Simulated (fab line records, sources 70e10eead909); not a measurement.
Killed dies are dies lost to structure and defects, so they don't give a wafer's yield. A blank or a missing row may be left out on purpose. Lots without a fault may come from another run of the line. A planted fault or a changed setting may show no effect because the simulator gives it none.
fab line records | flow nand_harc
record lots=6 wafers=17 last_day=33
route steps=1302 shown A_CONTACT@1089
lots that met no fault: from a run of the same line without faults
start_h: hours from the record's first day to the start of the lot's first wafer shown | wait_h: hours since the lot's step before | " the same as in the row above | L1.1+2: a row that stands for several wafers | - no value, or no start given | * or withheld: withheld | < > ~ a bound
route shown NAME@n: a module of which the file shows steps, and the number in the route of the first | usual: mean/standard deviation of fault-free wafers | same: alike in all rows | chamber/n: place in a boat | sites: the reading at each site | _std_site: their standard deviation | _edge_site: outer sites' mean less inner sites' | radius_mm: how far each site lies from the wafer's centre | mask NAME#n: copy n | behind: the tool/chamber that last shaped the wafer | hold: why the lot was held/for how many hours/how that ended | device: the transistor (n, p or np) that didn't switch | end of line: the same wafers' tests at the end of the route | a step without rows: its recipe alone | killed: dies lost to structure and defects at the first sort, not the wafer's yield | map: a wafer's dies, x killed, . not, _ none there
set.NAME: the setting as run; set.NAME@STEP: as run at that earlier step | model.NAME: the simulator's own value behind a step, which no gauge read
lots at some steps of the route; a table a step, a row a wafer
services: from which hour (start_h, from the record's first day; less than 0 if before it) a tool's chamber was out of use, for how many hours, and why
## steps
# step NHARC_A_CONTACT_ETCH_137
# recipe source_w=withheld pressure_mtorr=20 bias_v=1200 time_s=311 target_depth_a=19120 ar_flow_sccm=withheld c4f8_flow_sccm=withheld o2_flow_sccm=withheld chemistry=C4F8/O2/Ar
# columns lot.wafer tool chamber start_h wait_h rf_hours_counter_h
L105.1 har_cap_etch-01 0 561.83 0.2 15
L105.4 " 1 " " -
L105.5 " 1 " " -
L111.2 har_cap_etch-01 0 601.13 0.3 23
L111.4 " 1 " " -
L111.5 " 0 " " -
L115.2 har_cap_etch-03 0 633.16 0.2 68
L115.3 " 1 " " -
L119.4 har_cap_etch-02 0 666.71 0.2 -
L119.5 " 1 " " -
L119.6 " 0 " " -
L122.1 har_cap_etch-01 1 709.10 0.2 45
L122.5 " 1 " " -
L122.6 " 0 " " -
L127.1 har_cap_etch-02 0 750.72 0.2 128
L127.3 " 1 " " -
L127.5 " 1 " " -
# step NHARC_A_CONTACT_ETCH_138
# recipe source_w=withheld pressure_mtorr=20 bias_v=1200 time_s=311 target_depth_a=19140 ar_flow_sccm=withheld c4f8_flow_sccm=withheld o2_flow_sccm=withheld chemistry=C4F8/O2/Ar
# step NHARC_A_CONTACT_ETCH_139
# recipe source_w=withheld pressure_mtorr=20 bias_v=400 time_s=195 target_depth_a=8400 ar_flow_sccm=withheld c4f8_flow_sccm=11.5 o2_flow_sccm=7.2 chemistry=C4F8/O2/Ar
# columns lot.wafer tool chamber start_h wait_h rf_hours_counter_h
L105.1 har_cap_etch-01 0 562.37 0.2 15
L105.4 " 1 " " -
L105.5 " 1 " " -
L111.2 har_cap_etch-01 0 601.86 0.3 23
L111.4 " 1 " " -
L111.5 " 0 " " -
L115.2 har_cap_etch-03 0 633.70 0.2 68
L115.3 " 1 " " -
L119.4 har_cap_etch-02 0 667.25 0.2 -
L119.5 " 1 " " -
L119.6 " 0 " " -
L122.1 har_cap_etch-01 1 709.64 0.2 45
L122.5 " 1 " " -
L122.6 " 0 " " -
L127.1 har_cap_etch-02 0 751.26 0.2 129
L127.3 " 1 " " -
L127.5 " 1 " " -
# step NHARC_A_CONTACT_ETCH_92
# recipe target_depth_a=400 over_etch_frac=0.5 time_s=85.7 ion_energy_ev=120 ch3f_flow_sccm=50 o2_flow_sccm=30 ar_flow_sccm=200 rf_w=500 bias_w=100 chemistry=CH3F/O2
# step NHARC_A_CONTACT_ETCH_98
# recipe target_depth_a=200 over_etch_frac=0.5 time_s=10 ion_energy_ev=250 c4f6_flow_sccm=25 o2_flow_sccm=20 ar_flow_sccm=500 rf_w=600 bias_w=500 chemistry=C4F6/O2
# usual drypump_motor_current_A=5.8/0.36 oes_product_au=0.956/0.021 rf_vpp_V=546/3.9 showerhead_plenum_p_Torr=3.87/0.18 throttle_valve_pct=26.903/0.0089
# columns lot.wafer tool chamber start_h wait_h drypump_motor_current_A oes_product_au rf_hours_counter_h rf_vpp_V showerhead_plenum_p_Torr throttle_valve_pct
L105.1 rie_diel-13 1 - - 6.1 0.966 11 543 3.74 26.908
L105.4 " 2 " " 6.3 0.949 10 542 3.72 26.898
L105.5 " 1 " " 6.2 0.962 - 542 3.74 26.900
L111.2 rie_diel-08 0 602.62 0.2 5.3 0.958 23 542 3.66 26.907
L111.5 " 3 " " 5.9 0.956 - 544 3.82 26.905
L111.4 " 1 " " 5.8 0.961 - 545 3.91 26.905
L115.2 rie_diel-08 2 - - 5.9 0.948 13 544 3.81 26.893
L115.3 " 0 " " 5.3 0.972 33 541 3.65 26.918
L119.4 rie_diel-13 0 - - 5.4 0.944 29 553 4.21 26.909
L119.5 " 2 " " 6.2 0.940 - 542 3.71 26.909
L119.6 " 3 " " 5.8 0.942 - 545 3.88 26.910
L122.1 rie_diel-13 1 - - 6.2 1.006 0 541 3.72 26.919
L122.5 " 3 " " 5.8 0.996 - 546 3.87 26.918
L122.6 " 0 " " 5.4 1.013 - 553 4.20 26.907
L127.3 rie_diel-13 3 - - 5.8 0.962 6 545 3.87 26.907
L127.1 " 0 " " 5.4 0.977 6 554 4.20 26.886
L127.5 " 3 " " 5.8 0.964 - 546 3.87 26.888
# step NHARC_A_CONTACT_CD_MEAS_15
# usual cd_nm=189.9/0.62
# columns lot.wafer tool chamber start_h wait_h cd_nm
L105.1 cd_sem-02 - 563.14 - 190.2
L105.4 " - " " 189.9
L105.5 " - " " 190.5
L111.2 cd_sem-01 - 602.71 - 190.3
L111.4 " - " " 190.6
L111.5 " - " " 189.7
L115.2 cd_sem-01 - 634.54 - 190.7
L115.3 " - " " 190.0
L119.4 cd_sem-02 - 667.90 - 189.2
L119.5 " - " " 189.8
L119.6 " - " " 189.8
L122.1 cd_sem-02 - 710.41 - 191.0
L122.5 " - " " 189.9
L122.6 " - " " 190.5
L127.1 cd_sem-02 - 751.99 - 190.9
L127.3 " - " " 189.7
L127.5 " - " " 189.7
# step NHARC_A_CONTACT_STRIP_107
# recipe n2_flow_sccm=150 h2_flow_sccm=150 ar_flow_sccm=0 bias_w=0 chemistry=N2/H2
# step NHARC_A_CONTACT_STRIP_108
# recipe cf4_flow_sccm=100 chf3_flow_sccm=30 ar_flow_sccm=0 bias_w=0 chemistry=CF4/CHF3
# step NHARC_A_CONTACT_STRIP_109
# recipe o2_flow_sccm=400 cos_flow_sccm=20 ar_flow_sccm=0 bias_w=0 chemistry=O2/COS
# step NHARC_A_CONTACT_ETCH_110
# recipe target_depth_a=600 overetch_a=60 time_s=33 ion_energy_ev=100 cf4_flow_sccm=80 o2_flow_sccm=20 ar_flow_sccm=0 rf_w=300 bias_w=100 chemistry=CF4/O2
# step NHARC_A_CONTACT_STRIP_26
# recipe o2_flow_sccm=500 ar_flow_sccm=0 bias_w=0 chemistry=O2
# usual drypump_motor_current_A=5.8/0.39 oes_product_au=1.002/0.012 rf_vpp_V=57.6/0.89 showerhead_plenum_p_Torr=3.48/0.16 throttle_valve_pct=17.037/0.0082
# columns lot.wafer tool chamber start_h wait_h drypump_motor_current_A oes_product_au rf_hours_counter_h rf_vpp_V showerhead_plenum_p_Torr throttle_valve_pct
L105.1 rie_diel-04 3 - - 5.4 1.017 8 58.8 3.57 17.034
L105.4 " 0 " " 5.1 1.016 8 56.6 3.70 17.039
L105.5 " 3 " " 5.5 1.015 - 58.4 3.57 17.035
L111.4 rie_diel-13 2 - - 6.3 0.993 17 57.4 3.34 17.030
L111.2 " 0 " " 5.4 0.992 18 57.8 3.80 17.032
L111.5 " 2 " " 6.3 0.983 - 56.2 3.34 17.044
L115.2 rie_diel-08 3 - - 5.9 0.999 24 56.6 3.42 17.025
L115.3 " 1 " " 5.8 0.994 35 57.4 3.50 17.034
L119.4 rie_diel-04 2 - - 6.1 0.996 48 57.7 3.36 17.037
L119.5 " 0 " " 5.1 1.002 - 58.3 3.68 17.033
L119.6 " 1 " " 5.5 1.013 - 58.5 3.40 17.040
L122.1 rie_diel-13 1 - - 6.2 0.991 1 57.6 3.34 17.033
L122.6 " 2 " " 6.3 0.981 - 56.3 3.33 17.036
L122.5 " 3 " " 5.8 1.005 - 56.5 3.48 17.025
L127.1 rie_diel-13 2 - - 6.3 0.982 6 57.0 3.32 17.031
L127.3 " 0 " " 5.4 1.009 6 58.2 3.78 17.043
L127.5 " 2 " " 6.3 0.987 - 57.7 3.32 17.048
# step NHARC_A_CONTACT_STRIP_27
# recipe time_s=600 temp_c=30 chemistry=post_etch_residue_remover
# step NHARC_A_CONTACT_ALD_18
# recipe target_thk_a=30 pulse_time_s=1 ald_cycles=150 temp_c=450 material=TiN
# usual ald_cycles=150/0 heater_power_w=1138/110 precursor_pulse_height_rel=1.004/0.019
# same pulse_time_s=1
# columns lot.wafer tool chamber start_h wait_h ald_cycles heater_power_w precursor_pulse_height_rel since_wet_clean_h
L105.4 ald_metal-04 2 564.24 - 150 1128 0.999 80
L105.1 " 3 " " 150 1113 0.977 80
L105.5 " 0 " " 150 1238 1.028 -
L111.4 ald_metal-03 0 603.82 - 150 1021 1.000 26
L111.2 " 1 " " 150 1389 1.028 26
L111.5 " 0 " " 150 1033 0.998 -
L115.3 ald_metal-04 0 635.48 - 150 1223 0.998 152
L115.2 " 3 " " 72 1128 1.013 152
L119.4 ald_metal-04 1 668.84 - 72 1068 1.011 7
L119.6 " 1 " " 150 1092 0.997 -
L119.5 " 2 " " 150 1139 1.020 -
L122.1 ald_metal-02 0 711.37 - 150 992 1.032 90
L122.5 " 3 " " 150 1021 1.001 -
L122.6 " 0 " " 150 1017 1.017 -
L127.3 ald_metal-02 3 753.12 - 150 1038 1.016 132
L127.1 " 0 " " 150 989 0.973 132
L127.5 " 1 " " 150 1265 1.017 -
# step NHARC_A_CONTACT_CVD_19
# recipe target_thk_a=3000 temp_c=300 pressure_torr=40 wf6_flow_sccm=40 h2_flow_sccm=1600 ar_flow_sccm=1560 time_s=802 material=W
# usual heater_power_w=465/70 mfc_wf6_sccm=39.97/0.12 throttle_valve_pct=8.1/0.47
# columns lot.wafer tool chamber start_h wait_h heater_power_w mfc_wf6_sccm since_wet_clean_h throttle_valve_pct
L105.1 cvd_w-01 0 - - 372 39.92 4 7.5
L105.4 " 0 " " 372 40.11 - 7.6
L105.5 " 1 " " 513 39.87 - 8.5
L111.2 cvd_w-01 0 - - 366 40.06 44 7.4
L111.4 " 0 " " 366 40.09 - 7.6
L111.5 " 0 " " 373 40.07 - 7.5
L115.2 cvd_w-01 1 - - 510 40.22 76 8.9
L115.3 " 1 " " 510 39.72 - 8.9
L119.4 cvd_w-02 1 - - 526 39.81 - 7.8
L119.6 " 0 " " 484 39.87 - 8.5
L119.5 " 1 " " 516 39.76 - 7.8
L122.1 cvd_w-01 0 - - 369 39.95 152 7.5
L122.5 " 0 " " 383 39.92 - 7.6
L122.6 " 1 " " 524 39.81 - 8.5
L127.1 cvd_w-02 0 - - 488 40.07 109 8.5
L127.3 " 0 " " 492 39.94 - 8.0
L127.5 " 0 " " 492 39.94 - 8.1
## services
# columns tool chamber start_h hours kind
rie_diel-08 3 538.83 31.0 repair
rie_diel-08 - 545.11 9.0 pm
cvd_w-01 - 547.12 13.0 pm
rie_diel-04 - 557.25 0.3 repair
rie_diel-08 2 560.10 45.4 repair
cvd_w-02 0 579.05 2.6 repair
ald_metal-02 0 602.88 5.4 repair
ald_metal-02 - 611.11 10.0 pm
rie_diel-04 2 613.68 4.1 repair
rie_diel-13 1 618.92 4.5 repair
cvd_w-02 - 631.12 13.0 pm
ald_metal-04 - 652.00 10.0 pm
rie_diel-08 1 681.62 4.2 repair
cvd_w-01 0 682.25 1.3 repair
ald_metal-02 3 685.59 5.4 repair
rie_diel-13 - 696.40 9.0 pm
rie_diel-04 1 700.46 12.9 repair
rie_diel-04 - 709.04 9.0 pm
cvd_w-01 0 720.17 18.4 repair
rie_diel-08 - 722.91 9.0 pm
cvd_w-01 - 728.12 13.0 pm
rie_diel-08 2 740.51 2.4 repair
rie_diel-04 2 744.56 9.4 repair
rie_diel-08 2 745.24 7.4 repair
## key
first_sign step=NHARC_A_CONTACT_ALD_18 reading=ald_cycles direction=down sigmas=99+ usual=150 struck=72
effect none on later readings
met_at NHARC_A_CONTACT_ALD_18
struck_wafers L115.2,L119.4
later_rows_left_out L115.2,L119.4
sort_left_out L115.2,L119.4
tester_left_out L115,L119
onset_between 564.24 635.48
fault kind=process_parameter_drift tool=ald_metal-04 chamber=- onset_h=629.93 steps=NHARC_A_CONTACT_ALD_18 channel=ald_cycles offset=-78 shape=step end_h=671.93 scope=struck_wafers_only acts_in=these_recipes_only stated=150
# tester_left_out: of these lots the tester's yield and bins aren't shown, on N5 and GAA mostly nor the transistor test; their killed dies are dies lost to structure and defects alone, not to doping, threshold or leakage, so they don't give the yield
# sort_left_out: the simulated sort isn't trusted on such a fault, so these wafers' sort isn't shown, and their yield isn't known
# later_rows_left_out: the simulator's readings of these wafers behind a module that went badly wrong aren't trusted and aren't shown, but for the sort
